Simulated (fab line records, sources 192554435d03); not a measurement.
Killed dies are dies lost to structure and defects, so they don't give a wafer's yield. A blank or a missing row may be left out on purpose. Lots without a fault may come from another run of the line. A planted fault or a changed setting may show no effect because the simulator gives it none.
Which tool did it? | flow n5_finfet | 10 lots, 26 wafers sampled, at 1 step of a route of 1938

WHAT THE GAUGES READ, wafer by wafer
N5_FIN_CUT_OVL_MEAS_09.
lot  | measured    | on         | FIN_CUT_OVL (nm)
L404 | day 2 02:20 | overlay-02 | 1.1 -0.5 0.1
L407 | day 2 21:23 | overlay-02 | -0.6 -0.6 -0.3
L414 | day 4 17:24 | overlay-01 | -0.4 -0.9 -0.7
L415 | day 4 22:04 | overlay-02 | 0.1 -0.2 -1.1
L417 | day 5 10:41 | overlay-01 | -1.0 -0.6
L420 | day 6 05:02 | overlay-02 | -0.2 -0.2
L423 | day 6 22:02 | overlay-02 | -1.0
L424 | day 7 03:49 | overlay-01 | -1.0 -0.6 -0.8
L425 | day 7 08:46 | overlay-01 | 0.9 -0.1 -0.2
L426 | day 7 15:15 | overlay-02 | -0.1 -0.7 -0.6

WHICH TOOL RAN EACH LOT (tool, then ch and the chambers of the sampled wafers, then the start)
The record holds no process step before these readings.

THE ANSWER, worked out from the rows above alone
Rule: what is usual is taken from the lots themselves. Put in order of their means at a reading, lots are off if they are a third of the lots or fewer, leave a main group of 4 or more, and stand apart from it by a gap of 3 or more times the standard deviation of the main group's means; of several such gaps the widest counts. A main group whose means are all the same, to the digits that the tables above print for the reading, isn't used. A lot without any number at a reading at which 4 lots or more have one is off too. The other lots that the step has rows for count as sound.
No lot is off at any reading shown: from this, nothing can be told.

WHAT THE SIMULATOR HAD PUT IN
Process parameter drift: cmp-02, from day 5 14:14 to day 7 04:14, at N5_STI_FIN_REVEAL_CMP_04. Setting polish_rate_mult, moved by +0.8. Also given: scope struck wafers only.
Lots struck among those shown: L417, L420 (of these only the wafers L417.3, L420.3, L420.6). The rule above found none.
